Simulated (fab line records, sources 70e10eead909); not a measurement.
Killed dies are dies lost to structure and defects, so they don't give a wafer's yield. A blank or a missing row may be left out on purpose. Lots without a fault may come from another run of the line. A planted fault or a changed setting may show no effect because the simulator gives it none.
Chamber matching | flow nand_harc | NHARC_A_ZERO_WELL_DESCUM_12 on rie_diel-07: 4 sister chambers
The step chemistry O2, time 3 s. 4 wafers are shown with their chamber, then 8 later ones without.

WAFERS WITH THEIR CHAMBER
wafer  | chamber | showerhead_plenum_p_Torr (Torr)
L107.1 | 0       | 1.98
L117.1 | 2       | 1.96
L117.6 | 3       | 2.00
L116.2 | 1       | 1.85

WAFERS WITHOUT THEIR CHAMBER
wafer  | showerhead_plenum_p_Torr (Torr)
L116.4 | 1.96
L116.5 | 1.98
L121.1 | 1.96
L121.3 | 1.99
L121.4 | 1.96
L125.2 | 1.97
L125.3 | 1.99
L125.4 | 1.85

WHICH CHAMBER EACH WENT THROUGH
wafer  | from the rows above     | in truth
L116.4 | 2                       | 2
L116.5 | 0                       | 0
L121.1 | 2                       | 2
L121.3 | can't be placed: 0 or 3 | 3
L121.4 | 2                       | 2
L125.2 | can't be placed: 0 or 2 | 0
L125.3 | can't be placed: 0 or 3 | 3
L125.4 | 1                       | 1
Placed correctly: 5 of 8. Can't be placed from these rows: 3 (the true chamber is among the candidates in 3). Placed wrongly: 0.
How it was worked out, from the rows above alone: a wafer's distance from a chamber is the root of the sum, over the readings, of the square of ((its reading less the chamber's mean) divided by the reading's scatter). The wafer belongs to the nearest chamber; if the next one is less than 2 further off, it can't be placed. A chamber's mean is the mean of its shown wafers. The scatter: with one shown wafer a chamber, the root of the mean of the squares of how far each hidden wafer lies from its nearest shown one.
